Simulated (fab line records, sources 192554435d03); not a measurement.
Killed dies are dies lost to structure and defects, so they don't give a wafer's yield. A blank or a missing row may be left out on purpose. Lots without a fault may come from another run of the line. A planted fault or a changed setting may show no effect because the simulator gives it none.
A struck lot beside a sound one | flow n5_finfet | 20 steps out of a route of 1938
Sound: wafers L249.3, L249.5, L249.6. Struck: wafers L259.3, L259.4, L259.5. The cause comes at the end.
At each step with rows: each side's tool, then ch and its chambers, then its first start. Under that, the readings that differ: sound wafers | struck wafers | difference of the means | sigmas: that difference in standard deviations of wafers without a fault.
alike: readings whose means differ by less than 2 such deviations, and words and numbers that are the same on both sides. not compared: withheld readings, readings that some wafer has no value for, bounds like >300 that may hide the same value, and numbers for which the record gives no deviation and whose values overlap.
The two part at a step that has a row with sigmas, a row that says differs or no value, or rows on one side only. Numbers that don't overlap but have no deviation are shown without sigmas and don't part them. A reading that every wafer of one side lacks parts them only if that side has two wafers or more.

first, 1 step without rows for these wafers: N5_ZERO_LAYER_HARDBAKE_23 (time 120 s).
N5_ZERO_LAYER_CD_MEAS_11: target cd 2000 nm.
  sound on cd_sem-02 ch 0, day 2 00:39; struck on cd_sem-02 ch 0, day 4 12:46
  alike: cd_nm
N5_ZERO_LAYER_DESCUM_16: chemistry O2, time 7.9 s.
  sound on rie_diel-05 ch 0,1, day 2 00:56; struck on rie_diel-02 ch 0,1,3, day 4 12:49
  alike: drypump_motor_current_A, oes_product_au, rf_vpp_V, showerhead_plenum_p_Torr, throttle_valve_pct
  not compared: rf_hours_counter_h
N5_ZERO_LAYER_ETCH_17: etches SiO2 in CF4, target depth 12 nm, time 13.3 s.
  sound on rie_diel-05 ch 0,1, day 2 00:58; struck on rie_diel-02 ch 0,1,3, day 4 12:50
  alike: drypump_motor_current_A, oes_product_au, rf_vpp_V, showerhead_plenum_p_Torr, throttle_valve_pct
  not compared: rf_hours_counter_h
N5_ZERO_LAYER_ETCH_18: etches Si in HBr/Cl2, target depth 120 nm, time 40 s.
  sound on rie_si-03 ch 0,3, day 2 01:02; struck on rie_si-03 ch 0,2, day 4 12:55
  alike: drypump_motor_current_A, oes_product_au, throttle_valve_pct
  not compared: rf_hours_counter_h
N5_ZERO_LAYER_STRIP_24: strips in O2.
  sound on plasma_asher-02 ch 0,1, day 2 01:10; struck on plasma_asher-02 ch 0,1, day 4 13:02
  alike: drypump_motor_current_A, heater_power_w, oes_product_au, strip_time_to_endpoint_s
  not compared: rf_hours_counter_h
then, 1 step without rows for these wafers: N5_ZERO_LAYER_STRIP_19 (strips in SPM, time 900 s).
N5_ZERO_LAYER_INSPECT_20: inspects for defects (darkfield).
  sound on defect_inspect-02, day 2 01:31; struck on defect_inspect-01, day 4 13:23
  alike: raw_defect_count
then, 4 steps without rows for these wafers: N5_WELL_APT_HMDS_01 (time 60 s); N5_WELL_APT_COAT_02 (resist thk 950 nm); N5_WELL_APT_EBR_04; N5_WELL_APT_SOFTBAKE_03 (time 60 s).
N5_WELL_APT_EXPOSE_05: exposes mask NWELL, defocus 0 nm, target cd 200 nm.
  sound on krf_scanner-01 ch 0, day 2 01:46; struck on krf_scanner-01 ch 0, day 4 13:39
  reading                          | sound             | struck            | difference | sigmas
  model.WELL_APT.overlay_x_nm (nm) | -5.52 -5.52 -5.52 | 44.41 44.41 44.41 | +49.93     |
  alike: mask
then, 3 steps without rows for these wafers: N5_WELL_APT_PEB_06 (peb time 90 s); N5_WELL_APT_DEVELOP_07 (develop time 45 s); N5_WELL_APT_HARDBAKE_12 (time 120 s).
N5_WELL_APT_CD_MEAS_08: target cd 200 nm.
  sound on cd_sem-02 ch 0, day 2 01:56; struck on cd_sem-03 ch 0, day 4 13:49
  alike: cd_nm
N5_WELL_APT_OVL_MEAS_09:
  sound on overlay-02 ch 0, day 2 01:58; struck on overlay-02 ch 0, day 4 13:50
  reading        | sound  | struck   | difference | sigmas
  NWELL_OVL (nm) | 3 6 -4 | 57 48 51 | +50        | +9
N5_WELL_APT_INSPECT_10: inspects for defects (macro).
  sound on defect_inspect-02, day 2 01:59; struck on defect_inspect-01, day 4 13:52
  alike: raw_defect_count
then, 1 step without rows for these wafers: N5_PASSIVATION_PROBE_49.

WHERE THEY PART
Only at N5_WELL_APT_OVL_MEAS_09, within this record. Later steps at which nothing parts them and some readings are alike: N5_WELL_APT_INSPECT_10.

WHY: what the simulator had put in
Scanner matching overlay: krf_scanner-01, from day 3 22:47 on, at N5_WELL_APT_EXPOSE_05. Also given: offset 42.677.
